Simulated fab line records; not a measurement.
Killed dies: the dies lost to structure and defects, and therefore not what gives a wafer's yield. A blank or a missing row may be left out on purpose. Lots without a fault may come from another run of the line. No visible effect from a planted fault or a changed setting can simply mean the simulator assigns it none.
A lot that was struck, set against a sound lot	flow nandHarc	24 steps out of a route of 1159
Sound: the wafers L701.2, L701.3, L701.6. Wafers L692.1, L692.2, L692.3 were the ones struck. Last of all comes the cause.
For every step that has rows: the tool of each side, followed by ch and its chambers, followed by its first start. Under that, the readings that differ: sound wafers	struck wafers	difference of the means	sigmas: that difference in standard deviations of wafers without a fault.
alike: same words and numbers on both sides, and readings whose means sit less than 2 such deviations apart. not compared: any withheld reading, any reading some wafer has no value for, any bound like >300 that may hide the same value, and any number with overlapping values for which the record gives no deviation.
Wherever a step has rows on one side only, a row that says differs or no value, or a row with sigmas, the two part there. When numbers do not overlap yet have no deviation, they are printed without sigmas and do not part them. A reading that every wafer of one side lacks parts them only if that side has two wafers or more.

NHARC_P_ZERO_WELL_INSPECT_43:
  sound: defectInspect-02 at day 5 07:33; struck: defectInspect-02 at day 3 01:35
  alike: rawDefectCount
then, 11 steps without rows for these wafers: NHARC_P_STI_ETCH_26 (etches SiO2 in dHF, target depth 11 nm); NHARC_P_STI_PRECLEAN_27 (cleans in SC1); NHARC_P_STI_SRD_28; NHARC_P_STI_OXIDE_29 (material SiO2, target thk 10 nm, ox time 1362 s); NHARC_P_STI_HM_DEP_30 (deposits Si3N4, target thk 80 nm, time 873 s); NHARC_P_STI_DEHYDRATE_01 (time 120 s); NHARC_P_STI_HMDS_02 (time 30 s); NHARC_P_STI_COAT_41 (time 65 s); NHARC_P_STI_COAT_03 (resist thk 600 nm); NHARC_P_STI_SOFTBAKE_04 (time 70 s); NHARC_P_STI_EBR_05.
NHARC_P_STI_EXPOSE_06: exposes mask P STI, target cd 200 nm.
  sound on krfScanner-03 ch 0, day 5 21:11; struck on krfScanner-03 ch 0, day 3 17:22
reading	sound	struck	difference	sigmas
mask	P_STI#0 P_STI#0 P_STI#0	P_STI_R1#0 P_STI_R1#0 P_STI_R1#0	differs	
  alike: stageVelMmS
then, 2 steps without rows for these wafers: NHARC_P_STI_PEB_07 (peb time 80 s); NHARC_P_STI_DEVELOP_08 (time 50 s).
NHARC_P_STI_CD_MEAS_09 targets a cd of 200 nm.
  sound on cdSem-03 ch 0, day 5 21:20; struck on cdSem-03 ch 0, day 3 17:32
  alike: cdNm
NHARC_P_STI_OVL_MEAS_10:
  sound: overlay-02 at day 5 21:25; struck: overlay-02 at day 3 17:37
  alike: overlayXNm, overlayYNm
NHARC_P_STI_INSPECT_11:
  sound: defectInspect-02 at day 5 21:27; struck: defectInspect-01 at day 3 17:39
  alike: rawDefectCount
then, 1 step without rows for these wafers: NHARC_P_STI_HARDBAKE_13 (time 65 s).
NHARC_P_STI_DESCUM_14: chemistry O2, time 3 s.
  sound on rieDiel-01 ch 0,1,3, day 5 21:36; struck on rieDiel-10 ch 0,2,3, day 3 17:47
  alike: drypumpMotorCurrentA, o2FlowSccm, oesProductAu, rfVppV, showerheadPlenumPTorr, throttleValvePct
  not compared: rfHoursCounterH, model.P_STI.cdNm
NHARC_P_STI_ETCH_42: etches the open film in N2/H2, target depth 80 nm, overetch 24 nm, time 61 s.
  sound on rieDiel-01 ch 1,2,3, day 5 21:41; struck on rieDiel-10 ch 1,2,3, day 3 17:53
  alike: drypumpMotorCurrentA, n2FlowSccm, oesProductAu, rfVppV, showerheadPlenumPTorr, throttleValvePct
  not compared: rfHoursCounterH
NHARC_P_STI_ETCH_31: etches the open film in CF4/CHF3, target depth 108.9 nm, time 54.5 s.
  sound: rieDiel-01 ch 1,3; struck: rieDiel-10 ch 1,2,3
  alike: cf4FlowSccm, chf3FlowSccm, drypumpMotorCurrentA, oesProductAu, rfVppV, showerheadPlenumPTorr, throttleValvePct
  not compared: rfHoursCounterH
NHARC_P_STI_ETCH_15: etches the open film in HBr/Cl2, target depth 300 nm, time 100.1 s.
  sound on rieSi-03 ch 2,3, day 5 21:52; struck on rieSi-04 ch 0,2,3, day 3 18:06
  alike: drypumpMotorCurrentA, heBacksideLeakSccm, oesProductAu, throttleValvePct
  not compared: rfHoursCounterH, model.P_STI.cdNm
NHARC_P_STI_CD_MEAS_16:
  sound: cdSem-03 at day 5 22:02; struck: cdSem-01 at day 3 18:14
  alike: cdNm

WHERE THEY PART
At NHARC_P_STI_EXPOSE_06 and nowhere else, as far as this record goes. Later steps at which nothing parts them and some readings are alike: NHARC_P_STI_CD_MEAS_09, NHARC_P_STI_OVL_MEAS_10, NHARC_P_STI_INSPECT_11, NHARC_P_STI_DESCUM_14, NHARC_P_STI_ETCH_42, NHARC_P_STI_ETCH_31, NHARC_P_STI_ETCH_15, NHARC_P_STI_CD_MEAS_16.

WHY: what the simulator had put in
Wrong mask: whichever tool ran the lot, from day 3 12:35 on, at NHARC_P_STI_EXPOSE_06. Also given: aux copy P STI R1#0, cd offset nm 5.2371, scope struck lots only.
